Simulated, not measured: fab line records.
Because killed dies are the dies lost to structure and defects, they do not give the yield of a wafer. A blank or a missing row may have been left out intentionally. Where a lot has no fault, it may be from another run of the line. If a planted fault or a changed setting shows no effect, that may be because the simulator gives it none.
Tool commonality check || flow nand-harc || Sample size 2 lots and 6 wafers

== WHY THIS WAS OPENED ==
Flagged at NHARC_END_SORT_01: reading killed-at-periphery, on 2 of 2 lots. Fault-free wafers read 3.6, with a standard deviation of 2.3.
Rule: flag the lot when none of its wafers has a number, or when each of its wafers that has one lies beyond 4 standard deviations from that mean. All remaining lots are regarded as sound.

{"lot": "L882", "measured": "day 31 14:05", "on": "prober-02", "killed-at-periphery, wafer by wafer": "583 603 594", "flag": "FLAGGED"}
{"lot": "L879", "measured": "day 31 23:06", "on": "prober-02", "killed-at-periphery, wafer by wafer": "608 601 586", "flag": "FLAGGED"}
Averaged over the flagged lots the numbers come to 595.8, +592.2 from the usual (+99 or more standard deviations).

== WHICH TOOL RAN EACH LOT ==
3 process steps preceding the reading are held in the record, out of 1302 steps in the route. Every cell lists first the tool, next ch and the chambers used by the sampled wafers, and last the start.
{"lot": "L882", "flag": "FLAGGED", "NHARC_P_CONTACT_ETCH_36": "rie-diel-07 ch 1,2,3, day 13 01:39 or earlier", "NHARC_P_CONTACT_DEGAS_38": "pvd-sputter-01, day 13 01:39", "NHARC_P_M0_DEP_00": "pecvd-03 ch 0,1,2, day 13 03:16"}
{"lot": "L879", "flag": "FLAGGED", "NHARC_P_CONTACT_ETCH_36": "rie-diel-07 ch 0,2,3, day 12 01:40 or earlier", "NHARC_P_CONTACT_DEGAS_38": "pvd-sputter-01, day 12 01:40", "NHARC_P_M0_DEP_00": "pecvd-04 ch 0,1,2, day 12 03:17"}
These steps, and what they do:
- NHARC_P_CONTACT_ETCH_36: etches the open film in N2/H2, target depth 260 nm, time 406.25 s.
- NHARC_P_CONTACT_DEGAS_38: time 60 s.
- NHARC_P_M0_DEP_00: deposits SiOC, target thk 150 nm.
- NHARC_END_SORT_01

== FLAGGED AGAINST TOTAL, ONE TOOL AT A TIME (gauges that did the reading follow at the end) ==
{"step": "NHARC_P_CONTACT_ETCH_36", "tool": "rie-diel-07", "lots run": 2, "flagged": 2, "share of the flagged lots": "all", "sound lots run after its first flagged lot": 0}
{"step": "NHARC_P_CONTACT_DEGAS_38", "tool": "pvd-sputter-01", "lots run": 2, "flagged": 2, "share of the flagged lots": "all", "sound lots run after its first flagged lot": 0}
{"step": "NHARC_P_M0_DEP_00", "tool": "pecvd-03", "lots run": 1, "flagged": 1, "share of the flagged lots": "some", "sound lots run after its first flagged lot": 0}
{"step": "NHARC_P_M0_DEP_00", "tool": "pecvd-04", "lots run": 1, "flagged": 1, "share of the flagged lots": "some", "sound lots run after its first flagged lot": 0}
{"step": "NHARC_END_SORT_01", "tool": "prober-02", "lots run": 2, "flagged": 2, "share of the flagged lots": "all", "sound lots run after its first flagged lot": 0}
NHARC_P_CONTACT_ETCH_36 gives no start for some lots, so the hours and the order of its lots are those of NHARC_P_CONTACT_DEGAS_38.

== WHAT IS ALLOWED BY THE TABLE ==
3 rows of the table ran every flagged lot: rie-diel-07 at NHARC_P_CONTACT_ETCH_36, pvd-sputter-01 at NHARC_P_CONTACT_DEGAS_38, prober-02 at NHARC_END_SORT_01.
- rie-diel-07 at NHARC_P_CONTACT_ETCH_36: 2 of its 2 lots flagged. No sound lot ran on it before its first flagged lot in this sample; the start therefore can't be narrowed down.
- pvd-sputter-01 at NHARC_P_CONTACT_DEGAS_38: 2 of its 2 lots flagged. No sound lot ran on it before its first flagged lot in this sample; the start therefore can't be narrowed down.
- prober-02 at NHARC_END_SORT_01: 2 of its 2 lots flagged. No sound lot ran on it before its first flagged lot in this sample; the start therefore can't be narrowed down.
Because each of these 3 tools fits a fault that began at some hour, counting lots does not separate them. More lots, or a look at what each step does to the wafer, might.

== WHAT THE SIMULATOR HAD INSERTED ==
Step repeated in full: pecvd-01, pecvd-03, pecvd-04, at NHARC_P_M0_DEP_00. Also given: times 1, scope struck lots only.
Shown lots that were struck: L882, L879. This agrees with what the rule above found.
